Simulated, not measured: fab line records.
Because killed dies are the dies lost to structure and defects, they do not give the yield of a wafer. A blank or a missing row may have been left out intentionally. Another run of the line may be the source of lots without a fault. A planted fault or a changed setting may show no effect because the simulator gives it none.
Comparing a struck lot with a sound one | flow nand_harc | 22 out of 1159 route steps
Sound: these wafers, L409.1, L409.3, L409.6. Struck: wafers L420.5, L420.6 (left out: L420.4, a lot-mate that was not struck); the cause follows at the end.
Each step with rows lists, per side, the tool, then ch with its chambers, then its first start. Under that, the readings that differ: sound wafers | struck wafers | difference of the means | sigmas: that difference in standard deviations of wafers without a fault.
alike: same words and numbers on both sides, and readings whose means sit less than 2 such deviations apart. not compared: any withheld reading, any reading some wafer has no value for, any bound like >300 that may hide the same value, and any number with overlapping values for which the record gives no deviation.
Wherever a step has rows on one side only, a row that says differs or no value, or a row with sigmas, the two part there. Numbers that don't overlap but have no deviation are shown without sigmas and don't part them. Lack of a reading on every wafer of one side parts them only where that side has two or more wafers.

NHARC_A_BLC_CVD_24: deposits W, target thk 150 nm, time 434 s.
  sound: cvd_w-02 ch 0,1; struck: cvd_w-02 ch 1
  alike: chamber_pressure_Torr, heater_power_w, throttle_valve_pct
NHARC_A_BLC_CMP_25: polishes, t overpolish 30 s, target thk 150 nm.
  sound on cmp-01 ch 1,2, day 20 12:31; struck on cmp-02 ch 0,1, day 23 09:53
  alike: motor_current_A, overpolish_run_s, time_to_endpoint_s
then, 1 step without rows for these wafers: NHARC_A_BLC_SRD_27.
NHARC_A_BLC_INSPECT_28:
  sound on defect_inspect-01, day 20 12:55; struck on defect_inspect-01, day 23 10:15
  reading          | sound       | struck  | difference | sigmas
  raw_defect_count | 617 654 769 | 265 301 | -397       | -4
then, 7 steps without rows for these wafers: NHARC_A_M0_DEP_00 (deposits SiOC, target thk 150 nm); NHARC_A_M0_DEHYDRATE_01 (time 120 s); NHARC_A_M0_HMDS_02 (time 30 s); NHARC_A_M0_COAT_33 (time 65 s); NHARC_A_M0_COAT_03 (resist thk 90 nm); NHARC_A_M0_SOFTBAKE_04 (time 55 s); NHARC_A_M0_EBR_05.
NHARC_A_M0_EXPOSE_06: exposes mask A M0, target cd 80 nm.
  sound on arfi_scanner-03 ch 0, day 20 13:34; struck on arfi_scanner-02 ch 0, day 23 11:02
  alike: mask
then, 2 steps without rows for these wafers: NHARC_A_M0_PEB_07 (peb time 65 s); NHARC_A_M0_DEVELOP_08 (develop time 35 s).
NHARC_A_M0_CD_MEAS_09 targets a cd of 80 nm.
  sound on cd_sem-01 ch 0, day 20 13:42; struck on cd_sem-02 ch 0, day 23 11:10
  reading    | sound          | struck    | difference | sigmas
  cd_nm (nm) | 80.8 81.2 80.3 | 63.3 63.8 | -17.2      | -24
NHARC_A_M0_OVL_MEAS_10: pitch 160 nm.
  sound on overlay-02, day 20 13:47; struck on overlay-01, day 23 11:15
  reading           | sound       | struck   | difference | sigmas
  overlay_x_nm (nm) | 1.9 1.8 1.8 | 0.1 -0.8 | -2.2       | -3
  alike: overlay_y_nm
NHARC_A_M0_INSPECT_11:
  sound on defect_inspect-01, day 20 13:49; struck on defect_inspect-02, day 23 11:17
  alike: raw_defect_count
NHARC_A_M0_DESCUM_14: chemistry O2, time 3 s.
  sound on rie_diel-05 ch 0,1,3, day 20 13:53; struck on rie_diel-05 ch 0,1, day 23 11:23
  reading               | sound          | struck      | difference | sigmas
  model.A_M0.cd_nm (nm) | 80.51 81 79.78 | 63.82 63.88 | -16.58     |
  alike: drypump_motor_current_A, oes_product_au, rf_vpp_V, showerhead_plenum_p_Torr, throttle_valve_pct
  not compared: rf_hours_counter_h
NHARC_A_M0_ETCH_34: etches the open film in N2/H2, target depth 40 nm, overetch 12 nm, time 43.94 s.
  sound on rie_diel-05 ch 1,3, day 20 13:59; struck on rie_diel-05 ch 0,1, day 23 11:28
  alike: drypump_motor_current_A, n2_flow_sccm, oes_product_au, rf_vpp_V, showerhead_plenum_p_Torr, throttle_valve_pct
  not compared: rf_hours_counter_h
NHARC_A_M0_ETCH_15: etches the open film in C4F8/Ar, target depth 150 nm, overetch 15 nm, time 82.5 s.
  sound: rie_diel-05 ch 1,3; struck: rie_diel-05 ch 0,1
  reading               | sound             | struck     | difference | sigmas
  model.A_M0.cd_nm (nm) | 80.74 80.76 79.46 | 63.13 63.9 | -16.80     |
  alike: oes_product_au, rf_vpp_V
  not compared: rf_hours_counter_h
NHARC_A_M0_CD_MEAS_16:
  sound on cd_sem-01, day 20 14:14; struck on cd_sem-03, day 23 11:42
  reading    | sound          | struck    | difference | sigmas
  cd_nm (nm) | 80.8 80.4 79.1 | 63.1 63.7 | -16.7      | -17
NHARC_A_M0_STRIP_18: strips in N2/H2.
  sound on rie_diel-07 ch 0,1, day 20 14:20; struck on rie_diel-05 ch 0,3, day 23 11:52
  alike: drypump_motor_current_A, n2_flow_sccm, oes_product_au, rf_vpp_V, showerhead_plenum_p_Torr, throttle_valve_pct
  not compared: rf_hours_counter_h

WHERE THEY PART
At NHARC_A_BLC_INSPECT_28 first; at NHARC_A_M0_CD_MEAS_16 last (within this record only). Later steps at which nothing parts them and some readings are alike: NHARC_A_M0_STRIP_18.

WHY: the cause the simulator had injected
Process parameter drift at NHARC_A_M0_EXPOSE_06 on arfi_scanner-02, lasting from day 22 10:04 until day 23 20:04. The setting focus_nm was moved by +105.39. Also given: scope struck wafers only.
